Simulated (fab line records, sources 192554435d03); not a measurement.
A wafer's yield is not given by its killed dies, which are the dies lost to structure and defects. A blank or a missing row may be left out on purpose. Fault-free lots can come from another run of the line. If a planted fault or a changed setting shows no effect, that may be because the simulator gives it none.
fab line records	flow n5Finfet
[record] lots = 7	wafers = 39
route steps=1938 shown ZERO_LAYER@11 FIN_SAQP@100 SD_EPI_N@288 SD_ACTIVATION@330 MOL_CONTACT_COAG@605
startH: hours from the record's first day to the start of the lot's first wafer shown	waitH: time in hours since the lot's previous step	" repeats the value in the row above	L1.1+2: a single row standing in for several wafers	- value missing, or start not given	* or withheld: withheld	< > ~ a bound
route shown NAME@n: a module of which the file shows steps, and the number in the route of the first	usual: mean/standard deviation of fault-free wafers	same: alike in all rows	chamber/n: place in a boat	sites: the reading at each site	_std_site: their standard deviation	_edge_site: mean of outer sites minus mean of inner sites	radiusMm: for every site, how far away it sits from the centre of the wafer	mask NAME#n: copy n	behind: the most recent tool/chamber to have shaped the wafer	hold: cause of the lot's hold/its duration in hours/its outcome	device: names the non-switching transistor (n, p or np)	end of line: the route-end tests of the same wafers	step lacking rows: just its recipe	killed: dies that structure and defects cost at the first sort, which is not the same as the wafer's yield	map: the dies of a wafer, with x for killed, . for not killed, _ for no die there
set.NAME: the setting the step ran with; set.NAME@STEP: the setting that earlier step ran with	model.NAME: the simulator's own value behind a step, which no gauge read
lots where settings were altered on purpose, with a table for each step and a row for each wafer
[[steps]]
[step N5_ZERO_LAYER_DEVELOP_10]
[recipe] developTimeS = 60	rinseLiquid = diw	dry = airSpin	devTempC = 21
lot.wafer	tool	chamber	startH	waitH	set.developTimeS
L075.1+2+3+4+5+6	lithoTrack-04	0	-	-	60
L080.2+5+6	lithoTrack-04	0	-	-	60
L084.1+4+6	lithoTrack-04	0	-	-	60
L084.2+3+5	"	0	"	"	91.06
L089.1+2+5	lithoTrack-04	0	-	-	75.94
L089.3+4+6	"	0	"	"	60
L090.1+2+4	lithoTrack-04	0	-	-	78.99
L090.3+5+6	"	0	"	"	60
L092.1+2+3+4+5+6	lithoTrack-01	0	-	-	60
L096.1+2+3+4+5+6	lithoTrack-04	0	-	-	60
[step N5_ZERO_LAYER_HARDBAKE_23]
[recipe] tempC = 130	timeS = 120
[step N5_ZERO_LAYER_CD_MEAS_11]
[recipe] targetCdNm = 2000	landingEnergyEv = 500	detector = seInlens
[usual] cdNm = 1999.3/1.8
lot.wafer	tool	chamber	startH	waitH	set.developTimeS@ZERO_LAYER_DEVELOP_10	cdNm
L075.1	cdSem-03	0	18.77	-	60	1997.2
L075.2	"	0	"	"	60	1998.2
L075.3	"	0	"	"	60	1997.3
L075.4	"	0	"	"	60	1997.4
L075.5	"	0	"	"	60	1997.8
L075.6	"	0	"	"	60	1998.4
L080.2	cdSem-03	0	48.64	-	60	1998.4
L080.5	"	0	"	"	60	1996.7
L080.6	"	0	"	"	60	1998.2
L084.1	cdSem-02	0	72.77	-	60	1996.0
L084.2	"	0	"	"	91.06	2008.0
L084.3	"	0	"	"	91.06	2006.5
L084.4	"	0	"	"	60	1998.1
L084.5	"	0	"	"	91.06	2009.5
L084.6	"	0	"	"	60	1997.6
L089.1	cdSem-03	0	102.77	-	75.94	2001.7
L089.2	"	0	"	"	75.94	2002.8
L089.3	"	0	"	"	60	2000.0
L089.4	"	0	"	"	60	1997.7
L089.5	"	0	"	"	75.94	2004.2
L089.6	"	0	"	"	60	1996.8
L090.1	cdSem-01	0	108.77	-	78.99	2006.6
L090.2	"	0	"	"	78.99	2006.0
L090.3	"	0	"	"	60	1999.8
L090.4	"	0	"	"	78.99	2005.7
L090.5	"	0	"	"	60	1997.4
L090.6	"	0	"	"	60	1999.5
L092.1	cdSem-03	0	120.66	-	60	1998.1
L092.2	"	0	"	"	60	1996.5
L092.3	"	0	"	"	60	1996.1
L092.4	"	0	"	"	60	1996.2
L092.5	"	0	"	"	60	1997.9
L092.6	"	0	"	"	60	1997.5
L096.1	cdSem-03	0	144.77	-	60	2000.2
L096.2	"	0	"	"	60	1999.0
L096.3	"	0	"	"	60	1999.7
L096.4	"	0	"	"	60	1999.5
L096.5	"	0	"	"	60	1999.5
L096.6	"	0	"	"	60	1997.5
[step N5_FIN_SAQP_PECVD_06]
[recipe] material = a-Si	targetThkA = 600	tempC = 400	precursor = SiH4/He	pressureTorr = 3	rfW = 100	timeS = 48.1
lot.wafer	tool	chamber	startH	waitH	set.timeS	model.a-Si_of_FIN_SAQP_PECVD_06.thkNm
L075.1	pecvd-01	2	27.95	0.0	48.1	58.87
L075.2	"	1	"	"	48.1	59.17
L075.3	"	0	"	"	62.19	76.56
L075.4	"	1	"	"	48.1	60.63
L075.5	"	2	"	"	62.19	78.14
L075.6	"	0	"	"	62.19	78.72
L080.2	pecvd-01	1	57.33	0.0	48.1	58.65
L080.5	"	2	"	"	48.1	59.74
L080.6	"	1	"	"	48.1	60.14
L084.1	pecvd-01	0	80.97	0.0	48.1	58.7
L084.2	"	1	"	"	48.1	58.3
L084.3	"	2	"	"	69.66	85.23
L084.4	"	1	"	"	48.1	59.16
L084.5	"	2	"	"	69.66	86.8
L084.6	"	0	"	"	69.66	86.88
L089.1	pecvd-03	2	111.60	0.0	48.1	59.37
L089.2	"	1	"	"	48.1	59.45
L089.3	"	0	"	"	48.1	58.12
L089.4	"	0	"	"	48.1	59.08
L089.5	"	2	"	"	48.1	59.74
L089.6	"	1	"	"	48.1	59.59
L090.1	pecvd-03	1	117.84	0.0	48.1	58.76
L090.2	"	2	"	"	48.1	59.16
L090.3	"	0	"	"	48.1	57.79
L090.4	"	2	"	"	57.57	72.03
L090.5	"	0	"	"	57.57	71.04
L090.6	"	1	"	"	57.57	71.77
L092.1	pecvd-02	1	128.58	0.0	60.07	74.76
L092.2	"	2	"	"	48.1	60.01
L092.3	"	0	"	"	60.07	73.94
L092.4	"	1	"	"	48.1	60.51
L092.5	"	0	"	"	60.07	74.72
L092.6	"	2	"	"	48.1	60.26
L096.1	pecvd-03	1	152.79	0.0	48.1	58.04
L096.2	"	2	"	"	62.65	77.5
L096.3	"	0	"	"	48.1	58.91
L096.4	"	0	"	"	62.65	77.99
L096.5	"	2	"	"	62.65	77.21
L096.6	"	1	"	"	48.1	59.23
[step N5_FIN_SAQP_THK_MEAS_07]
[usual] thkNm = 59.4/0.72
lot.wafer	tool	chamber	startH	waitH	set.timeS@FIN_SAQP_PECVD_06	thkNm
L075.1	filmMetro-02	-	28.05	0.1	48.1	58.8
L075.2	"	-	"	"	48.1	59.2
L075.3	"	-	"	"	62.19	76.6
L075.4	"	-	"	"	48.1	60.7
L075.5	"	-	"	"	62.19	78.1
L075.6	"	-	"	"	62.19	78.7
L080.2	filmMetro-02	-	57.42	0.1	48.1	58.7
L080.5	"	-	"	"	48.1	59.7
L080.6	"	-	"	"	48.1	60.1
L084.1	filmMetro-01	-	81.06	0.1	48.1	58.7
L084.2	"	-	"	"	48.1	58.4
L084.3	"	-	"	"	69.66	85.2
L084.4	"	-	"	"	48.1	59.1
L084.5	"	-	"	"	69.66	86.8
L084.6	"	-	"	"	69.66	86.8
L089.1	filmMetro-02	-	111.68	0.1	48.1	59.4
L089.2	"	-	"	"	48.1	59.5
L089.3	"	-	"	"	48.1	58.1
L089.4	"	-	"	"	48.1	59.1
L089.5	"	-	"	"	48.1	59.7
L089.6	"	-	"	"	48.1	59.6
L090.1	filmMetro-01	-	117.95	0.1	48.1	58.8
L090.2	"	-	"	"	48.1	59.1
L090.3	"	-	"	"	48.1	57.8
L090.4	"	-	"	"	57.57	72.0
L090.5	"	-	"	"	57.57	71.0
L090.6	"	-	"	"	57.57	71.8
L092.1	filmMetro-02	-	128.67	0.1	60.07	74.7
L092.2	"	-	"	"	48.1	60.0
L092.3	"	-	"	"	60.07	73.9
L092.4	"	-	"	"	48.1	60.5
L092.5	"	-	"	"	60.07	74.7
L092.6	"	-	"	"	48.1	60.3
L096.1	filmMetro-02	-	152.88	0.1	48.1	58.0
L096.2	"	-	"	"	62.65	77.5
L096.3	"	-	"	"	48.1	58.9
L096.4	"	-	"	"	62.65	78.0
L096.5	"	-	"	"	62.65	77.3
L096.6	"	-	"	"	48.1	59.2
[step N5_FIN_SAQP_HM_DEP_72]
[recipe] material = SiO2	targetThkA = 120	tempC = 400	precursor = SiH4/N2O	pressureTorr = 0.75	rfW = 275	timeS = 7.2
[step N5_FIN_SAQP_COAT_49]
[recipe] resist = SOC	tempC = 250	timeS = 60	spinRpm = 1500	resistThkNm = 100
[step N5_FIN_SAQP_HM_OPEN_73]
[recipe] chemistry = CHF3/O2	target = SiO2	stopOn = a-Si	targetDepthA = 120	overEtchFrac = 1.8	maskMaterial = SOC	timeS = 16.8	pressureMtorr = 30	sourceW = 650	biasW = 170	Ar_flow_sccm = 200	CHF3_flow_sccm = 50	O2_flow_sccm = 5	ionEnergyEv = 200	ends = endPoint
[step N5_FIN_SAQP_STRIP_74]
[recipe] chemistry = CHF3/O2	resist = SiARC	rfFrequencyHz = 6e+07
[step N5_FIN_SAQP_MANDREL_ETCH_22]
[recipe] targetDepthA = 600	chemistry = HBr/Cl2	target = a-Si	stopOn = SiNx	btTimeS = 10	overEtchFrac = 0.5	timeS = 30	pressureMtorr = 10	icpW = 800	biasW = 75	HBr_flow_sccm = 150	Cl2_flow_sccm = 80	ends = endPoint
[usual] oesProductAu = 0.762/0.013
lot.wafer	tool	chamber	startH	waitH	set.timeS@FIN_SAQP_PECVD_06	oesProductAu	model.etch.depthNm
L075.1	rieSi-03	1	28.92	0.0	48.1	0.763	58.87
L075.2	"	3	"	"	48.1	0.746	59.17
L075.3	"	2	"	"	62.19	0.887	76.55
L075.4	"	0	"	"	48.1	0.779	60.63
L075.5	"	1	"	"	62.19	0.907	78.14
L075.6	"	0	"	"	62.19	0.922	78.72
L080.2	rieSi-04	2	58.28	0.0	48.1	0.736	58.58
L080.5	"	0	"	"	48.1	0.775	59.74
L080.6	"	3	"	"	48.1	0.771	60.07
L084.1	rieSi-04	2	82.24	0.0	48.1	0.736	58.7
L084.2	"	1	"	"	48.1	0.747	58.3
L084.3	"	3	"	"	69.66	0.967	85.23
L084.4	"	0	"	"	48.1	0.772	59.15
L084.5	"	0	"	"	69.66	0.985	86.8
L084.6	"	1	"	"	69.66	0.954	86.87
L089.1	rieSi-04	1	112.42	0.0	48.1	0.749	59.37
L089.2	"	0	"	"	48.1	0.773	59.45
L089.3	"	3	"	"	48.1	0.760	58.12
L089.4	"	2	"	"	48.1	0.737	59.08
L089.5	"	3	"	"	48.1	0.765	59.74
L089.6	"	0	"	"	48.1	0.769	59.59
L090.1	rieSi-01	3	118.69	0.0	48.1	0.769	58.69
L090.2	"	1	"	"	48.1	0.760	59.16
L090.3	"	0	"	"	48.1	0.763	57.76
L090.4	"	2	"	"	57.57	0.878	71.97
L090.5	"	2	"	"	57.57	0.863	71.04
L090.6	"	3	"	"	57.57	0.865	71.74
L092.1	rieSi-04	0	129.53	0.0	60.07	0.889	74.74
L092.2	"	1	"	"	48.1	0.757	59.93
L092.3	"	3	"	"	60.07	0.878	73.94
L092.4	"	0	"	"	48.1	0.783	60.46
L092.5	"	1	"	"	60.07	0.867	74.63
L092.6	"	3	"	"	48.1	0.778	60.26
L096.1	rieSi-04	0	153.74	0.0	48.1	0.760	57.96
L096.2	"	3	"	"	62.65	0.909	77.43
L096.3	"	1	"	"	48.1	0.750	58.88
L096.4	"	2	"	"	62.65	0.876	77.99
L096.5	"	0	"	"	62.65	0.908	77.13
L096.6	"	3	"	"	48.1	0.765	59.2
[step N5_SD_EPI_N_EPI_21]
[recipe] material = Si:P	dopant = P	tempC = 680	pressureTorr = 255	timeS = 690
lot.wafer	tool	chamber	startH	waitH	set.epiGrowthTimeS	model.Si-P_of_SD_EPI_N_EPI_21.thkNm
L075.1+5	epiRpcvd-01	0	56.39	0.1	690	58.8
L075.2	"	0	"	"	338.3	31.2
L075.3	"	0	"	"	338.3	32
L075.4	"	0	"	"	338.3	31.6
L075.6	"	0	"	"	690	59.2
L080.2+5	epiRpcvd-02	0	86.70	0.7	690	58.8
L080.6	"	0	88.69	2.5	690	59
L084.1	epiRpcvd-01	0	112.84	0.4	690	59.6
L084.2+5	"	0	"	"	429.5	39.8
L084.3	"	0	"	"	690	59.2
L084.4	"	0	"	"	429.5	40
L084.6	"	0	116.15	3.3	690	58.6
L089.1	epiRpcvd-01	0	143.99	0.2	284.2	26
L089.2+5	"	0	"	"	690	58.4
L089.3	"	0	"	"	284.2	25.8
L089.4	"	0	"	"	690	58.6
L089.6	"	0	"	"	284.2	26.2
L090.1+6	epiRpcvd-01	0	154.56	0.2	690	58.2
L090.2	"	0	"	"	690	57.8
L090.3	"	0	"	"	946.9	72.8
L090.4	"	0	"	"	946.9	72.4
L090.5	"	0	"	"	946.9	73.8
L092.1	epiRpcvd-01	0	158.88	0.2	690	59
L092.2+4	"	0	"	"	494	45.8
L092.3	"	0	"	"	690	59.4
L092.5	"	0	"	"	494	46
L092.6	"	0	"	"	690	58.8
L096.1	epiRpcvd-01	0	181.45	0.2	690	57.2
L096.2	"	0	"	"	690	58.2
L096.3	"	0	"	"	690	59
L096.4+5	"	0	"	"	690	58
L096.6	"	0	"	"	690	58.6
[step N5_SD_EPI_N_EPI_MEAS_23]
[recipe] mode = xrd
[usual] thkNm = 59.0/1.1
lot.wafer	tool	chamber	startH	waitH	set.epiGrowthTimeS@SD_EPI_N_EPI_21	thkNm
L075.1	filmMetro-02	-	58.11	1.4	690	57.7
L075.2	"	-	"	"	338.3	32.1
L075.3	"	-	"	"	338.3	30.9
L075.4	"	-	"	"	338.3	32.6
L075.5	"	-	"	"	690	57.9
L075.6	"	-	"	"	690	59.7
L080.2	filmMetro-02	-	89.23	2.0	690	60.2
L080.5	"	-	"	"	690	59.0
L080.6	"	-	"	"	690	59.7
L084.1	filmMetro-02	-	116.85	3.4	690	59.7
L084.2	"	-	"	"	429.5	40.0
L084.3	"	-	"	"	690	58.9
L084.4	"	-	"	"	429.5	40.8
L084.5	"	-	"	"	429.5	40.6
L084.6	"	-	"	"	690	58.8
L089.1	filmMetro-01	-	146.28	1.9	284.2	25.5
L089.2	"	-	"	"	690	58.5
L089.3	"	-	"	"	284.2	25.5
L089.4	"	-	"	"	690	59.9
L089.5	"	-	"	"	690	58.3
L089.6	"	-	"	"	284.2	27.1
L090.1	filmMetro-02	-	156.83	1.9	690	58.7
L090.2	"	-	"	"	690	57.3
L090.3	"	-	"	"	946.9	73.2
L090.4	"	-	"	"	946.9	73.3
L090.5	"	-	"	"	946.9	73.3
L090.6	"	-	"	"	690	57.1
L092.1	filmMetro-01	-	161.15	1.9	690	60.4
L092.2	"	-	"	"	494	46.8
L092.3	"	-	"	"	690	59.4
L092.4	"	-	"	"	494	48.3
L092.5	"	-	"	"	494	46.8
L092.6	"	-	"	"	690	55.8
L096.1	filmMetro-01	-	183.74	1.9	690	59.1
L096.2	"	-	"	"	690	56.9
L096.3	"	-	"	"	690	58.4
L096.4	"	-	"	"	690	57.2
L096.5	"	-	"	"	690	58.3
L096.6	"	-	"	"	690	58.1
[step N5_SD_EPI_N_PRECLEAN_24]
[recipe] chemistry = O3/DIW	timeS = 60	tempC = 22	o3Ppm = 10
[step N5_SD_EPI_N_SRD_25]
[recipe] timeS = 30	tempC = 23	rinseLiquid = diw	dry = ipaMarangoni
[step N5_SD_ACTIVATION_RTA_00]
[recipe] tempC = 975	timeS = 0	ambient = N2	idleTempC = 600	rampUpCPerS = 150	rampDownCPerS = 60	coolToC = 600
[step N5_SD_ACTIVATION_LSA_01]
[recipe] tempC = 1080	timeS = 0.0008	ambient = N2
[step N5_SD_ACTIVATION_RS_MEAS_03]
[recipe] thkMeasGauge = four-point-probe
[usual] RS_SD_N = 21.94/0.28	RS_SD_P = 56.3/1.1
lot.wafer	tool	chamber	startH	waitH	set.epiGrowthTimeS@SD_EPI_N_EPI_21	RS_SD_N[ohm/sq]	RS_SD_P[ohm/sq]
L075.1	filmMetro-01	-	63.31	0.2	690	21.95	56.7
L075.2	"	-	"	"	338.3	40.98	56.8
L075.3	"	-	"	"	338.3	40.22	56.5
L075.4	"	-	"	"	338.3	40.72	57.1
L075.5	"	-	"	"	690	21.96	56.6
L075.6	"	-	"	"	690	21.68	56.4
L080.2	filmMetro-02	-	95.06	0.2	690	21.99	55.6
L080.5	"	-	"	"	690	22.07	55.4
L080.6	"	-	"	"	690	21.84	53.7
L084.1	filmMetro-01	-	122.26	0.2	690	21.53	55.8
L084.2	"	-	"	"	429.5	32.32	55.2
L084.3	"	-	"	"	690	21.49	56.2
L084.4	"	-	"	"	429.5	32.14	56.2
L084.5	"	-	"	"	429.5	32.24	56.2
L084.6	"	-	"	"	690	21.82	56.6
L089.1	filmMetro-02	-	156.44	0.2	284.2	49.80	58.6
L089.2	"	-	"	"	690	22.15	58.8
L089.3	"	-	"	"	284.2	49.94	57.7
L089.4	"	-	"	"	690	22.02	58.9
L089.5	"	-	"	"	690	22.10	58.0
L089.6	"	-	"	"	284.2	49.22	58.6
L090.1	filmMetro-02	-	161.97	0.2	690	22.08	55.8
L090.2	"	-	"	"	690	22.54	56.8
L090.3	"	-	"	"	946.9	17.67	55.7
L090.4	"	-	"	"	946.9	17.70	56.0
L090.5	"	-	"	"	946.9	17.51	57.0
L090.6	"	-	"	"	690	22.27	56.5
L092.1	filmMetro-01	-	167.52	0.2	690	21.96	55.9
L092.2	"	-	"	"	494	28.26	55.4
L092.3	"	-	"	"	690	21.70	55.0
L092.4	"	-	"	"	494	28.24	55.1
L092.5	"	-	"	"	494	28.01	54.8
L092.6	"	-	"	"	690	22.02	55.4
L096.1	filmMetro-02	-	191.21	0.2	690	22.48	56.6
L096.2	"	-	"	"	690	22.08	57.6
L096.3	"	-	"	"	690	21.74	57.5
L096.4	"	-	"	"	690	22.16	57.2
L096.5	"	-	"	"	690	22.30	57.5
L096.6	"	-	"	"	690	21.98	56.1
[step N5_MOL_CONTACT_COAG_DESCUM_45]
[recipe] chemistry = O2	timeS = 7	sourcePowerW = 50	biasPowerW = 20	pressureMtorr = 20	rfFrequencyHz = 2.712e+07	tempC = 40	resist = CAR-EUV	o2FlowSccm = 225
lot.wafer	tool	chamber	startH	waitH	set.timeS	model.CAR-EUV_of_MOL_CONTACT_COAG_COAT_34.thkNm
L075.1	rieDiel-05	1	102.95	0.0	10.72	34
L075.2+4+5	"	2,0,1	"	"	7	36
L075.3+6	"	3,2	"	"	10.72	34.2
L080.2+5+6	rieDiel-05	2,2,3	136.38	0.0	7	36.2
L084.1+4	rieDiel-02	3,2	165.66	0.1	3.293	37.8
L084.2	"	1	"	"	7	36
L084.3+6	"	0,3	"	"	7	35.8
L084.5	"	0	"	"	3.293	37.6
L089.1+6	rieDiel-02	3,0	204.61	1.6	7	36.2
L089.2+3	"	1,2	"	"	11.04	34.2
L089.4	"	0	"	"	7	36
L089.5	"	1	"	"	11.04	34
L090.1+3+5+6	rieDiel-05	0,1,2,0	206.51	1.6	7	36
L090.2+4	"	2,1	"	"	7	35.8
L092.1	rieDiel-05	0	209.17	0.3	4.399	37.2
L092.2+5	"	1,0	"	"	7	36.2
L092.3+4	"	2	"	"	4.399	37.4
L092.6	"	1	"	"	7	36
L096.1+5+6	rieDiel-06	0,3,0	235.73	0.2	7	36.2
L096.2+4	"	2	"	"	5.419	36.8
L096.3	"	3	"	"	5.419	37
[step N5_MOL_CONTACT_COAG_ETCH_65]
[recipe] chemistry = N2/H2	target = underlayer	targetDepthA = 130	maskMaterial = CAR-EUV	timeS = 10.4	ionEnergyEv = 200	pressureMtorr = 30	sourceW = 840	biasW = 150	n2FlowSccm = 200	h2FlowSccm = 200	ends = cleared
lot.wafer	tool	chamber	startH	waitH	set.timeS@MOL_CONTACT_COAG_DESCUM_45	model.CAR-EUV_of_MOL_CONTACT_COAG_COAT_34.thkNm
L075.1	rieDiel-05	1	102.98	0.0	10.72	22.4
L075.2+4	"	2,0	"	"	7	24.6
L075.3+6	"	3,2	"	"	10.72	22.8
L075.5	"	1	"	"	7	24.4
L080.2	rieDiel-05	2	136.42	0.0	7	24.6
L080.5+6	"	2,3	"	"	7	24.8
L084.1+5	rieDiel-02	3,0	165.70	0.0	3.293	26.2
L084.2	"	1	"	"	7	24.6
L084.3	"	0	"	"	7	24.4
L084.4	"	2	"	"	3.293	26.4
L084.6	"	3	"	"	7	24.2
L089.1+4	rieDiel-02	3,0	204.65	0.0	7	24.6
L089.2+3	"	1,2	"	"	11.04	22.8
L089.5	"	1	"	"	11.04	22.6
L089.6	"	0	"	"	7	24.8
L090.1+2+5+6	rieDiel-05	0,2,2,0	206.55	0.0	7	24.6
L090.3	"	1	"	"	7	24.4
L090.4	"	1	"	"	7	24.2
L092.1	rieDiel-05	0	209.21	0.0	4.399	25.8
L092.2+5	"	1,0	"	"	7	24.6
L092.3+4	"	2	"	"	4.399	26
L092.6	"	1	"	"	7	24.4
L096.1+6	rieDiel-06	0	235.77	0.0	7	24.6
L096.2	"	2	"	"	5.419	25.2
L096.3	"	3	"	"	5.419	25.6
L096.4	"	2	"	"	5.419	25.4
L096.5	"	3	"	"	7	24.8
[step N5_MOL_CONTACT_COAG_ETCH_66]
[recipe] chemistry = CF4	target = SiARC	targetDepthA = 130	maskMaterial = CAR-EUV	timeS = 21.7	ionEnergyEv = 80	pressureMtorr = 40	sourceW = 545	biasW = 36	Ar_flow_sccm = 100	cf4FlowSccm = 100	ends = cleared
lot.wafer	tool	chamber	startH	waitH	set.timeS@MOL_CONTACT_COAG_DESCUM_45	model.CAR-EUV_of_MOL_CONTACT_COAG_COAT_34.thkNm
L075.1	rieDiel-05	1	103.00	0.0	10.72	14.8
L075.2	"	2	"	"	7	17
L075.3+6	"	3,2	"	"	10.72	15.2
L075.4	"	0	"	"	7	16.8
L075.5	"	1	"	"	7	16.6
L080.2+6	rieDiel-05	2,3	136.44	0.0	7	17
L080.5	"	2	"	"	7	17.2
L084.1+5	rieDiel-02	3,0	165.72	0.0	3.293	18.6
L084.2	"	1	"	"	7	17
L084.3	"	0	"	"	7	16.8
L084.4	"	2	"	"	3.293	18.8
L084.6	"	3	"	"	7	16.6
L089.1+4	rieDiel-02	3,0	204.67	0.0	7	16.8
L089.2+5	"	1	"	"	11.04	15
L089.3	"	2	"	"	11.04	15.2
L089.6	"	0	"	"	7	17
L090.1+2+3+6	rieDiel-05	0,2,1,0	206.57	0.0	7	16.8
L090.4	"	1	"	"	7	16.6
L090.5	"	2	"	"	7	17
L092.1	rieDiel-05	0	209.23	0.0	4.399	18
L092.2+6	"	1	"	"	7	16.8
L092.3	"	2	"	"	4.399	18.2
L092.4	"	2	"	"	4.399	18.4
L092.5	"	0	"	"	7	17
L096.1+6	rieDiel-06	0	235.79	0.0	7	17
L096.2+4	"	2	"	"	5.419	17.6
L096.3	"	3	"	"	5.419	18
L096.5	"	3	"	"	7	17.2
[[key]]
[split] step = N5_ZERO_LAYER_DEVELOP_10	setting = developTimeS	stated = 60	by = wafer
[response] step = N5_ZERO_LAYER_CD_MEAS_11	reading = cdNm	change = +0.208	per = 1%	r = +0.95
[split] step = N5_FIN_SAQP_PECVD_06	setting = timeS	stated = 48.1	by = wafer
[response] step = N5_FIN_SAQP_PECVD_06	reading = model.a-Si_of_FIN_SAQP_PECVD_06.thkNm	change = +0.616	per = 1%	r = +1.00
[response] step = N5_FIN_SAQP_THK_MEAS_07	reading = thkNm	change = *	per = 1%	r = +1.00
[response] step = N5_FIN_SAQP_MANDREL_ETCH_22	reading = oesProductAu	change = +0.00476	per = 1%	r = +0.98
[response] step = N5_FIN_SAQP_MANDREL_ETCH_22	reading = model.etch.depthNm	change = +0.616	per = 1%	r = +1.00
[split] step = N5_SD_EPI_N_EPI_21	setting = epiGrowthTimeS	stated = 690	by = wafer
[response] step = N5_SD_EPI_N_EPI_21	reading = model.Si-P_of_SD_EPI_N_EPI_21.thkNm	change = +0.513	per = 1%	r = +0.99
[response] step = N5_SD_EPI_N_EPI_MEAS_23	reading = thkNm	change = *	per = 1%	r = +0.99
[response] step = N5_SD_ACTIVATION_RS_MEAS_03	reading = RS_SD_N	change = -0.344	per = 1%	r = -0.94
[split] step = N5_MOL_CONTACT_COAG_DESCUM_45	setting = timeS	stated = 7	by = wafer
[response] step = N5_MOL_CONTACT_COAG_DESCUM_45	reading = model.CAR-EUV_of_MOL_CONTACT_COAG_COAT_34.thkNm	change = -0.0344	per = 1%	r = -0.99
[response] step = N5_MOL_CONTACT_COAG_ETCH_65	reading = model.CAR-EUV_of_MOL_CONTACT_COAG_COAT_34.thkNm	change = -0.0349	per = 1%	r = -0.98
[response] step = N5_MOL_CONTACT_COAG_ETCH_66	reading = model.CAR-EUV_of_MOL_CONTACT_COAG_COAT_34.thkNm	change = -0.0331	per = 1%	r = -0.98
